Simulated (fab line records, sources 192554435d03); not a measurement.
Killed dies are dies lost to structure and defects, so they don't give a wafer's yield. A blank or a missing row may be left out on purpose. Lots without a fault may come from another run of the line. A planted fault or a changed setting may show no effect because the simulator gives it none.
Which tool did it? | flow n5_finfet | 12 lots, 33 wafers sampled, at 4 steps of a route of 1938

WHAT THE GAUGES READ, wafer by wafer
The record holds no reading of a measuring or inspecting step that can be judged against a usual standard deviation.

WHICH TOOL RAN EACH LOT (tool, then ch and the chambers of the sampled wafers, then the start)
lot  | N5_BEOL_M5_PRE_CLEAN_45      | N5_BEOL_M5_SPUTTER_48        | N5_BEOL_M5_ANNEAL_49         | N5_BEOL_M5_CO_CAP_78
L112 | pvd_sputter-01, day 8 08:14  | pvd_sputter-01, day 8 09:01  | pvd_sputter-01, day 8 09:05  | cvd_co-01 ch 0,2, day 8 14:14
L113 | pvd_sputter-01, day 8 14:52  | pvd_sputter-03, day 8 15:58  | pvd_sputter-03, day 8 16:02  | cvd_co-01 ch 0,1,2, day 8 21:11
L116 | pvd_sputter-02, day 9 09:02  | pvd_sputter-03, day 9 09:43  | pvd_sputter-03, day 9 09:47  | cvd_co-01 ch 1,2, day 9 14:56
L119 | pvd_sputter-02, day 10 10:07 | pvd_sputter-02, day 10 12:00 | pvd_sputter-02, day 10 12:05 | cvd_co-01 ch 0,2, day 10 17:13
L117 | pvd_sputter-03, day 10 12:10 | pvd_sputter-01, day 10 12:50 | pvd_sputter-01, day 10 12:55 | cvd_co-02 ch 0,2, day 10 18:56
L121 | pvd_sputter-01, day 10 19:40 | pvd_sputter-02, day 10 20:17 | pvd_sputter-02, day 10 20:22 | cvd_co-01 ch 0,1, day 11 01:32
L124 | pvd_sputter-03, day 11 10:08 | pvd_sputter-03, day 11 11:33 | pvd_sputter-03, day 11 11:38 | cvd_co-02 ch 0,1,2, day 11 16:47
L128 | pvd_sputter-01, day 12 07:11 | pvd_sputter-02, day 12 07:58 | pvd_sputter-02, day 12 08:03 | cvd_co-01 ch 0,1,2, day 12 13:16
L130 | pvd_sputter-03, day 12 13:23 | pvd_sputter-02, day 12 14:25 | pvd_sputter-02, day 12 14:29 | cvd_co-02 ch 0,1, day 12 19:38
L127 | pvd_sputter-02, day 12 13:43 | pvd_sputter-03, day 12 15:28 | pvd_sputter-03, day 12 15:33 | cvd_co-02 ch 0,1, day 12 20:41
L132 | pvd_sputter-02, day 13 14:36 | pvd_sputter-02, day 13 15:15 | pvd_sputter-02, day 13 15:20 | cvd_co-02 ch 1,2, day 13 20:45
L134 | pvd_sputter-01, day 13 22:21 | pvd_sputter-02, day 13 23:02 | pvd_sputter-02, day 13 23:07 | cvd_co-01 ch 0,2, day 14 04:15
- N5_BEOL_M5_PRE_CLEAN_45: time 30 s.
- N5_BEOL_M5_SPUTTER_48: material Cu, target thk 15 nm, time 27.62 s.
- N5_BEOL_M5_ANNEAL_49: time 1800 s.
- N5_BEOL_M5_CO_CAP_78: material Co, precursor CCTBA/H2, target thk 2 nm, time 102.1 s.

WHAT THE TOOLS THEMSELVES READ (means of the sampled wafers that have a number; where no wafer has one, the mark that the record gives instead)
N5_BEOL_M5_PRE_CLEAN_45. Usual: heater_power_w 335 W, standard deviation 22; susceptor_temp_C 250.01 C, standard deviation 0.18.
lot  | tool           | heater_power_w (W) | susceptor_temp_C (C) | flag
L112 | pvd_sputter-01 | 355                | 250.24               |
L113 | pvd_sputter-01 | 339                | 249.93               |
L116 | pvd_sputter-02 | 321                | 249.96               |
L119 | pvd_sputter-02 | 339                | 249.96               |
L117 | pvd_sputter-03 | 322                | 250.06               |
L121 | pvd_sputter-01 | 355                | 250.12               |
L124 | pvd_sputter-03 | 313                | 250.03               |
L128 | pvd_sputter-01 | 347                | 250.20               |
L130 | pvd_sputter-03 | 320                | 249.89               |
L127 | pvd_sputter-02 | 311                | 249.99               |
L132 | pvd_sputter-02 | 315                | 249.95               |
L134 | pvd_sputter-01 | 345                | 249.91               |

N5_BEOL_M5_SPUTTER_48. Usual: chuck_gas_flow_sccm 1.25 sccm, standard deviation 0.059; substrate_temp_c -19.99 C, standard deviation 0.11; susceptor_temp_C -19.99 C, standard deviation 0.099; throttle_valve_pct 30.2 %, standard deviation 0.87.
lot  | tool           | chuck_gas_flow_sccm (sccm) | substrate_temp_c (C) | susceptor_temp_C (C) | throttle_valve_pct (%) | flag
L112 | pvd_sputter-01 | 1.23                       | -19.99               | -20.11               | 29.3                   |
L113 | pvd_sputter-03 | 1.24                       | -20.14               | -19.96               | 29.9                   |
L116 | pvd_sputter-03 | 1.25                       | -19.95               | -19.94               | 30.2                   |
L119 | pvd_sputter-02 | 1.21                       | -19.92               | -19.91               | 30.4                   |
L117 | pvd_sputter-01 | 1.22                       | -19.96               | -19.93               | 29.7                   |
L121 | pvd_sputter-02 | 1.22                       | -19.90               | -19.99               | 30.3                   |
L124 | pvd_sputter-03 | 1.29                       | -19.91               | -19.95               | 29.8                   |
L128 | pvd_sputter-02 | 1.18                       | -19.97               | -20.03               | 30.6                   |
L130 | pvd_sputter-02 | 1.21                       | -19.95               | -19.96               | 30.7                   |
L127 | pvd_sputter-03 | 1.25                       | -19.95               | -20.05               | 30.4                   |
L132 | pvd_sputter-02 | 1.33                       | -19.97               | -20.11               | 30.6                   |
L134 | pvd_sputter-02 | 1.27                       | -19.99               | -19.96               | 30.7                   |

N5_BEOL_M5_ANNEAL_49. Usual: heater_power_w 819 W, standard deviation 60; susceptor_temp_C 400.00 C, standard deviation 0.23.
lot  | tool           | heater_power_w (W) | susceptor_temp_C (C) | flag
L112 | pvd_sputter-01 | 852                | 399.93               |
L113 | pvd_sputter-03 | 787                | 400.18               |
L116 | pvd_sputter-03 | 813                | 400.23               |
L119 | pvd_sputter-02 | 811                | 399.92               |
L117 | pvd_sputter-01 | 854                | 399.88               |
L121 | pvd_sputter-02 | 862                | 399.95               |
L124 | pvd_sputter-03 | 798                | 399.82               |
L128 | pvd_sputter-02 | 798                | 400.04               |
L130 | pvd_sputter-02 | 839                | 399.93               |
L127 | pvd_sputter-03 | 790                | 399.86               |
L132 | pvd_sputter-02 | 767                | 399.99               |
L134 | pvd_sputter-02 | 808                | 399.92               |

N5_BEOL_M5_CO_CAP_78. Usual: heater_power_outer_w 128 W, standard deviation 17; heater_power_w 242 W, standard deviation 28; run_length_s 125.1 s, standard deviation 0.53; susceptor_temp_C 200.00 C, standard deviation 0.16.
lot  | tool      | heater_power_outer_w (W) | heater_power_w (W) | run_length_s (s) | susceptor_temp_C (C) | flag
L112 | cvd_co-01 | 125                      | 222                | 125.5            | 200.08               |
L113 | cvd_co-01 | 126                      | 229                | 125.1            | 200.02               |
L116 | cvd_co-01 | 119                      | 218                | 125.3            | 199.97               |
L119 | cvd_co-01 | 124                      | 225                | 125.6            | 199.86               |
L117 | cvd_co-02 | 147                      | 272                | 125.3            | 199.85               |
L121 | cvd_co-01 | 127                      | 238                | 125.1            | 199.87               |
L124 | cvd_co-02 | 134                      | 260                | 124.7            | 199.99               |
L128 | cvd_co-01 | 125                      | 233                | 125.3            | 200.02               |
L130 | cvd_co-02 | 115                      | 236                | 184.1            | 200.08               | OFF
L127 | cvd_co-02 | 114                      | 237                | 154.6            | 200.00               | OFF
L132 | cvd_co-02 | 146                      | 275                | 154.8            | 200.05               | OFF
L134 | cvd_co-01 | 124                      | 222                | 125.3            | 200.18               |

THE ANSWER, worked out from the rows above alone
Rule: a lot is off if the mean of its wafers that have a number lies more than 3 standard deviations from the usual mean. A lot without any number at a reading at which 4 lots or more have one is off too. The other lots that the step has rows for count as sound. The gauges are gone through in route order, then the tools' own readings, and for those a lot's mean is taken as printed above. The first step at which some lot is off is used, and at that step the reading that is off furthest; a lot without a number counts as furthest.
Off: L130, L127, L132, at N5_BEOL_M5_CO_CAP_78 (run_length_s).
A tool fits if, at that step or a process step before it, it ran every lot that is off, and no sound lot after the first of them. One fits: cvd_co-02 at N5_BEOL_M5_CO_CAP_78. Its last sound lot is L124 (day 11 16:47), its first lot that is off L130 (day 12 19:38): a fault that began between those two fits.
The tool's own readings at N5_BEOL_M5_CO_CAP_78 bear it out: on the lots that are off they differ by more than 5 times the standard deviation of the sound lots' means. run_length_s reads 164.5 s there against 125.2 s on the sound lots.

WHAT THE SIMULATOR HAD PUT IN
Process parameter drift: cvd_co-02, from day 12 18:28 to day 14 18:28, at N5_BEOL_M5_CO_CAP_78. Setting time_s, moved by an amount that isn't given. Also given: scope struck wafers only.
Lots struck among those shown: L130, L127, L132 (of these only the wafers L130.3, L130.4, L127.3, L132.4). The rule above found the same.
